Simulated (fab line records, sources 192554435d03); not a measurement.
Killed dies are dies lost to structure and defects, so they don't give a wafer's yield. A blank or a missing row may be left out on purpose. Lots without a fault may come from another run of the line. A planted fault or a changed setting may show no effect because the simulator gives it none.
fab line records | flow n5_finfet | part 2 of 2: steps 21 to 24 of 24
record lots=5 wafers=15 last_day=18
route steps=1938 shown BEOL_M15@1809 PASS1_DEP@1831 MIM_BOT@1832
lots that met no fault: from a run of the same line without faults
start_h: hours from the record's first day to the start of the lot's first wafer shown | wait_h: hours since the lot's step before | " the same as in the row above | L1.1+2: a row that stands for several wafers | - no value, or no start given | * or withheld: withheld | < > ~ a bound
route shown NAME@n: a module of which the file shows steps, and the number in the route of the first | usual: mean/standard deviation of fault-free wafers | same: alike in all rows | chamber/n: place in a boat | sites: the reading at each site | _std_site: their standard deviation | _edge_site: outer sites' mean less inner sites' | radius_mm: how far each site lies from the wafer's centre | mask NAME#n: copy n | behind: the tool/chamber that last shaped the wafer | hold: why the lot was held/for how many hours/how that ended | device: the transistor (n, p or np) that didn't switch | end of line: the same wafers' tests at the end of the route | a step without rows: its recipe alone | killed: dies lost to structure and defects at the first sort, not the wafer's yield | map: a wafer's dies, x killed, . not, _ none there
set.NAME: the setting as run; set.NAME@STEP: as run at that earlier step | model.NAME: the simulator's own value behind a step, which no gauge read
lots at some steps of the route; a table a step, a row a wafer
services: from which hour (start_h, from the record's first day; less than 0 if before it) a tool's chamber was out of use, for how many hours, and why
## steps
# step N5_BEOL_M15_RC_MEAS_101
# usual COMB_M10=1.42e-11/3e-12 COMB_M11=1.42e-11/2.9e-12 COMB_M12=6.2e-12/1.3e-12 COMB_M12_max_site=9.1e-12/2.1e-12 COMB_M13=4.5e-12/1.1e-12 COMB_M14=3.3e-12/6.4e-13 COMB_M15=2.2e-12/5.1e-13 COMB_M5=3.7e-11/8.3e-12 COMB_M6=2.5e-11/5.4e-12 COMB_M6_max_site=3.5e-11/9.4e-12 COMB_M7=2.6e-11/5.5e-12 COMB_M8=2.5e-11/5.4e-12 COMB_M9=1.5e-11/3e-12 SERP_M10=3.08/0.066 SERP_M10_max_site=3.17/0.077 SERP_M11=3.06/0.075 SERP_M12=0.644/0.016 SERP_M13=0.309/0.0051 SERP_M14=0.160/0.0034 SERP_M5=38.1/1.3 SERP_M6=13.8/0.39 SERP_M7=13.8/0.53 SERP_M8=13.8/0.41 SERP_M9=3.05/0.065 SERP_M9_max_site=3.14/0.081
# columns lot.wafer tool chamber start_h wait_h COMB_M10[S/m] COMB_M11[S/m] COMB_M12[S/m] COMB_M12_max_site[S/m] COMB_M13[S/m] COMB_M14[S/m] COMB_M15[S/m] COMB_M5[S/m] COMB_M6[S/m] COMB_M6_max_site[S/m] COMB_M7[S/m] COMB_M8[S/m] COMB_M9[S/m] SERP_M10[ohm/um] SERP_M10_max_site[ohm/um] SERP_M11[ohm/um] SERP_M12[ohm/um] SERP_M13[ohm/um] SERP_M14[ohm/um] SERP_M5[ohm/um] SERP_M6[ohm/um] SERP_M7[ohm/um] SERP_M8[ohm/um] SERP_M9[ohm/um] SERP_M9_max_site[ohm/um]
L080.1 prober-02 0 308.66 0.0 1.45e-11 1.8e-11 7e-12 1.13e-11 5.7e-12 4e-12 2.5e-12 3.8e-11 2.9e-11 5.7e-11 2e-11 3.1e-11 1.1e-11 3.06 3.08 3.08 0.633 0.304 0.156 41.2 13.8 13.4 13.9 2.97 3.08
L080.2 " 0 " " 1.34e-11 1.28e-11 6.9e-12 9.6e-12 3.8e-12 3.2e-12 2.7e-12 3.7e-11 2.3e-11 3.4e-11 2.9e-11 3.3e-11 1.2e-11 3.00 3.18 3.09 0.614 0.307 0.160 39.5 13.6 13.0 13.6 3.05 3.17
L080.6 " 0 " " 1.88e-11 1.4e-11 5.6e-12 7.9e-12 4.1e-12 4e-12 2.8e-12 2.9e-11 3e-11 5.2e-11 2.2e-11 3.1e-11 1e-11 3.01 3.09 3.09 0.631 0.303 0.159 38.1 13.2 13.0 14.0 2.90 2.98
L086.1 prober-02 0 324.78 0.0 1.53e-11 2.22e-11 5.6e-12 7.1e-12 3.9e-12 3.4e-12 2.1e-12 4.1e-11 2.8e-11 3.9e-11 1.6e-11 2e-11 1.7e-11 3.04 3.11 3.06 0.634 0.309 0.161 36.7 13.4 14.1 14.3 3.00 3.08
L086.2 " 0 " " 1.35e-11 1.18e-11 5.7e-12 7.9e-12 3.3e-12 3e-12 2e-12 3.4e-11 3.2e-11 4.3e-11 2.3e-11 1.8e-11 1.8e-11 3.00 3.07 3.04 0.652 0.311 0.155 36.2 14.1 13.9 13.6 2.98 3.00
L086.6 " 0 " " 1.22e-11 1.65e-11 8.3e-12 1.38e-11 4.6e-12 3.6e-12 2.8e-12 3.8e-11 2.7e-11 4.3e-11 2.1e-11 2.5e-11 1.1e-11 3.06 3.09 3.02 0.634 0.312 0.158 37.3 13.7 13.4 13.8 3.00 3.10
L089.2 prober-01 0 353.76 0.2 1.14e-11 1.08e-11 6.1e-12 1.06e-11 3.4e-12 4.3e-12 2.3e-12 2.9e-11 2.4e-11 3.5e-11 3.5e-11 2e-11 1.5e-11 3.08 3.18 3.05 0.675 0.316 0.164 35.9 13.1 13.7 14.2 3.07 3.12
L089.3 " 0 " " 1.44e-11 1.44e-11 5e-12 9.2e-12 4.2e-12 3.1e-12 1.6e-12 4.9e-11 2.5e-11 3.2e-11 2.4e-11 2.8e-11 1.4e-11 3.02 3.10 3.19 0.648 0.316 0.165 38.3 13.3 14.2 14.1 3.00 3.07
L089.5 " 0 " " 1.42e-11 1.31e-11 7.1e-12 1.09e-11 3.8e-12 3.7e-12 1.6e-12 3.8e-11 3.5e-11 4.2e-11 3.1e-11 2.7e-11 1.2e-11 3.09 3.20 3.10 0.664 0.312 0.167 39.0 13.5 14.1 13.8 2.93 2.96
L094.3 prober-01 0 390.45 0.3 1.55e-11 1.26e-11 9.8e-12 1.14e-11 5.9e-12 3e-12 2.7e-12 4.8e-11 3.3e-11 5e-11 2e-11 3.4e-11 1.4e-11 3.16 3.26 3.09 0.656 0.304 0.164 39.4 14.3 13.8 14.6 2.96 3.04
L094.5 " 0 " " 1.01e-11 1.1e-11 6.2e-12 9.6e-12 6e-12 3.6e-12 2.3e-12 3.5e-11 3.3e-11 6.2e-11 2e-11 3.8e-11 1.2e-11 3.20 3.24 3.05 0.631 0.311 0.161 38.8 13.6 13.6 14.1 3.13 3.29
L094.6 " 0 " " 1.24e-11 1.68e-11 9.3e-12 1.17e-11 6.7e-12 3.1e-12 1.7e-12 3.8e-11 3.1e-11 4.3e-11 2.1e-11 3.8e-11 1.3e-11 3.22 3.32 3.34 0.668 0.299 0.157 37.0 13.3 14.9 13.7 3.02 3.14
L096.1 prober-02 0 414.19 0.0 1.36e-11 1.31e-11 4e-12 5.7e-12 5.5e-12 3.4e-12 1.7e-12 3.2e-11 2.3e-11 2.9e-11 2.4e-11 2.1e-11 1.1e-11 3.06 3.18 2.97 0.660 0.315 0.155 37.5 13.5 14.4 14.6 3.06 3.11
L096.4 " 0 " " 1.7e-11 1.51e-11 5.3e-12 6.5e-12 6.4e-12 2.7e-12 1.7e-12 4e-11 2e-11 3.5e-11 2.7e-11 2.8e-11 1.2e-11 3.06 3.22 2.97 0.658 0.317 0.157 39.1 14.0 14.9 14.1 3.06 3.16
L096.6 " 0 " " 1.53e-11 9.4e-12 7e-12 8.3e-12 5.4e-12 2.8e-12 2.1e-12 3.9e-11 2.8e-11 3.7e-11 2.7e-11 2.5e-11 1.3e-11 3.07 3.12 3.07 0.619 0.307 0.156 38.4 14.8 14.5 14.6 3.08 3.13
# step N5_PASSIVATION_PECVD_00
# recipe material=SiO2 target_thk_a=2000 temp_c=400 precursor=SiH4/N2O pressure_torr=2.7 rf_w=608 time_s=11.2
# usual heater_power_w=649/61 showerhead_plenum_p_Torr=8.13/0.1 showerhead_vpp_V=1525/66 throttle_valve_pct=52/4
# columns lot.wafer tool chamber start_h wait_h heater_power_w showerhead_plenum_p_Torr showerhead_vpp_V throttle_valve_pct
L080.1 pecvd-01 2 309.62 0.8 664 8.12 1565 51
L080.2 " 1 " " 702 8.03 1503 48
L080.6 " 1 " " 728 8.00 1486 48
L086.1 pecvd-03 0 325.74 0.8 626 8.13 1559 53
L086.2 " 2 " " 678 8.28 1591 46
L086.6 " 2 " " 699 8.27 1601 46
L089.2 pecvd-01 0 354.57 0.7 606 7.99 1553 59
L089.3 " 1 " " 696 8.02 1453 48
L089.5 " 1 " " 709 8.00 1465 48
L094.3 pecvd-01 1 391.10 0.5 740 8.02 1485 49
L094.5 " 1 " " 719 8.03 1482 48
L094.6 " 2 " " 712 8.13 1547 51
L096.1 pecvd-01 1 415.16 0.8 673 8.02 1475 49
L096.4 " 2 " " 634 8.16 1546 51
L096.6 " 0 " " 663 7.96 1566 59
# step N5_MIM_BOT_DEGAS_01
# recipe ambient=vacuum temp_c=300 time_s=60
# usual heater_power_w=464/46
# columns lot.wafer tool chamber start_h wait_h heater_power_w
L080.1 pvd_sputter-02 - 309.72 0.1 532
L080.2 " - " " 444
L080.6 " - " " 448
L086.1 pvd_sputter-01 - 326.72 1.0 403
L086.2 " - " " 485
L086.6 " - " " 488
L089.2 pvd_sputter-01 - 355.49 0.9 494
L089.3 " - " " 433
L089.5 " - " " 496
L094.3 pvd_sputter-01 - 393.28 2.2 404
L094.5 " - " " 397
L094.6 " - " " 406
L096.1 pvd_sputter-03 - 415.42 0.2 469
L096.4 " - " " 506
L096.6 " - " " 465
# step N5_MIM_BOT_SPUTTER_00
# recipe material=TiN target_thk_a=350 temp_c=200 power_w=3000 chamber_pressure_pa=0.49996 gas=Ar reactive_partial_pa=0.37997 time_s=89.7
# usual throttle_valve_pct=30.5/1.1
# columns lot.wafer tool chamber start_h wait_h throttle_valve_pct
L080.1 pvd_sputter-02 - 309.76 0.0 31.9
L080.2 " - " " 30.2
L080.6 " - " " 30.0
L086.1 pvd_sputter-01 - 326.76 0.0 31.7
L086.2 " - " " 29.3
L086.6 " - " " 29.2
L089.2 pvd_sputter-01 - 355.53 0.0 29.2
L089.3 " - " " 29.9
L089.5 " - " " 29.4
L094.3 pvd_sputter-01 - 393.32 0.0 31.6
L094.5 " - " " 31.8
L094.6 " - " " 29.7
L096.1 pvd_sputter-03 - 415.46 0.0 31.4
L096.4 " - " " 30.6
L096.6 " - " " 29.3
## services
# columns tool chamber start_h hours kind
cmp-02 - 282.84 3.9 repair
pecvd-01 - 283.86 6.0 pm
cmp-04 - 285.55 4.9 pm
pecvd-03 - 297.75 2.6 repair
cmp-02 - 301.49 0.3 repair
pecvd-03 0 302.05 8.0 repair
cmp-04 - 305.26 1.2 repair
cmp-03 - 313.49 3.7 repair
cmp-04 - 326.79 4.0 pm
ecd_cu-02 - 329.95 0.3 repair
cmp-04 - 331.17 0.8 repair
ecd_cu-02 - 332.35 2.3 repair
cmp-04 - 333.93 10.0 repair
cmp-03 - 351.46 1.7 repair
cmp-02 - 353.40 3.8 repair
pvd_sputter-01 - 365.49 7.0 repair
pvd_sputter-02 - 366.55 13.9 repair
cmp-04 - 367.98 9.6 repair
cmp-03 - 374.51 2.8 repair
rie_diel-04 1 377.88 9.9 repair
cmp-03 - 380.57 4.0 pm
rie_diel-04 - 387.36 2.8 pm
pecvd-03 2 390.14 30.8 repair
rie_diel-03 2 409.54 14.3 repair
